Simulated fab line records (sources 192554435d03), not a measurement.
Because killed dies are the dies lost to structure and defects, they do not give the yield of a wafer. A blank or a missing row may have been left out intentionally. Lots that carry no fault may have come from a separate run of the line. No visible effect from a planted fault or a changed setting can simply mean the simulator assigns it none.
Chamber matching | flow n5 finfet | 4 sister chambers for N5_BEOL_M9_ETCH_66 on rie diel-06
The step etches SOC in N2/H2, target depth 80 nm, overetch 16 nm, time 120 s. 4 wafers are shown with their chamber, then 8 later ones without.

## WAFERS, EACH WITH ITS CHAMBER
wafer  | chamber | drypump motor current A (A)
L076.3 | 1       | 5.42
L085.3 | 3       | 5.85
L085.4 | 0       | 6.11
L090.2 | 2       | 5.86

## WAFERS MISSING THEIR CHAMBER
wafer  | drypump motor current A (A)
L090.4 | 6.09
L090.6 | 5.83
L093.2 | 5.41
L093.4 | 6.10
L093.5 | 5.84
L096.2 | 6.09
L096.4 | 5.86
L096.6 | 5.82

## EACH ONE'S CHAMBER
wafer  | from the rows above     | in truth
L090.4 | 0                       | 0
L090.6 | can't be placed: 3 or 2 | 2
L093.2 | 1                       | 1
L093.4 | 0                       | 0
L093.5 | can't be placed: 3 or 2 | 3
L096.2 | 0                       | 0
L096.4 | can't be placed: 2 or 3 | 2
L096.6 | can't be placed: 3 or 2 | 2
Correctly placed: 4 of 8. From these rows, 4 cannot be placed; in 4 the true chamber is one of the candidates. Placed wrongly: 0.
How it was worked out, from the rows above alone: a wafer's distance from a chamber is the root of the sum, over the readings, of the square of ((its reading less the chamber's mean) divided by the reading's scatter). The wafer belongs to the nearest chamber; if the next one is less than 2 further off, it can't be placed. Each chamber's mean is taken over the wafers shown for it. The scatter: with one shown wafer a chamber, the root of the mean of the squares of how far each hidden wafer lies from its nearest shown one.
